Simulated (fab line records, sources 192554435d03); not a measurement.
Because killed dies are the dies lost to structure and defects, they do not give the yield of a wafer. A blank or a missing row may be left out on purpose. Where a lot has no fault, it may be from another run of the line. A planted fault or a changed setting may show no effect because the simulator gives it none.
What tool caused it?	flow n5-finfet	33 wafers from 11 lots sampled at 2 of the route's 1938 steps

## WHAT THE GAUGES READ, wafer by wafer
N5_BEOL_M9_CD_MEAS_18: pitch 140 nm, target cd 70 nm.
lot	measured	on	cd-nm (nm)
L211	day 9 21:53	cd-sem-03	71.0 70.0 70.7
L212	day 10 03:14	cd-sem-03	69.1 68.8 68.4
L215	day 10 14:15	cd-sem-03	70.6 70.7 69.7
L222	day 12 14:06	cd-sem-02	70.6 69.8 70.7
L225	day 12 20:49	cd-sem-01	69.8 69.8 70.2
L224	day 13 00:08	cd-sem-01	71.1 70.2 70.9
L227	day 14 04:02	cd-sem-01	70.3 69.8 70.5
L230	day 14 12:53	cd-sem-03	70.1 69.3 69.4
L231	day 14 14:04	cd-sem-02	70.1 69.9 69.6
L233	day 15 01:22	cd-sem-03	70.4 70.0 69.5
L232	day 15 14:23	cd-sem-02	69.9 70.0 70.8

## WHAT TOOL EACH LOT RAN ON (gives the tool, then ch and the chambers of the sampled wafers, and finally the start)
lot	N5_BEOL_M9_STRIP_67
L211	rie-diel-03 ch 0,2,3, day 9 21:40
L212	rie-diel-03 ch 1,2,3, day 10 03:01
L215	rie-diel-05 ch 0,1,3, day 10 14:01
L222	rie-diel-02 ch 1,2,3, day 12 13:51
L225	rie-diel-03 ch 0,1,2, day 12 20:36
L224	rie-diel-05 ch 0,1,3, day 12 23:55
L227	rie-diel-03 ch 1,2, day 14 03:49
L230	rie-diel-02 ch 0,1,3, day 14 12:38
L231	rie-diel-02 ch 0,3, day 14 13:50
L233	rie-diel-05 ch 0,3, day 15 01:08
L232	rie-diel-02 ch 2,3, day 15 14:10
- N5_BEOL_M9_STRIP_67: strips in CF4.

## THE ANSWER, worked out from the rows above alone
Rule: the lots themselves supply what counts as usual. The widest of any qualifying gaps counts: lots, ordered by their means at a reading, are off when they make up no more than a third of the lots, leave a main group of 4 or more, and stand apart from it by 3 or more times the standard deviation of that group's means. The tables above print the reading to a certain number of digits; a main group whose means all agree to those digits is not used. A lot without any number at a reading at which 4 lots or more have one is off too. Any other lot the step has rows for is counted as sound.
No lot is off at any reading shown: from this, nothing can be told.

## WHAT THE SIMULATOR HAD INSERTED
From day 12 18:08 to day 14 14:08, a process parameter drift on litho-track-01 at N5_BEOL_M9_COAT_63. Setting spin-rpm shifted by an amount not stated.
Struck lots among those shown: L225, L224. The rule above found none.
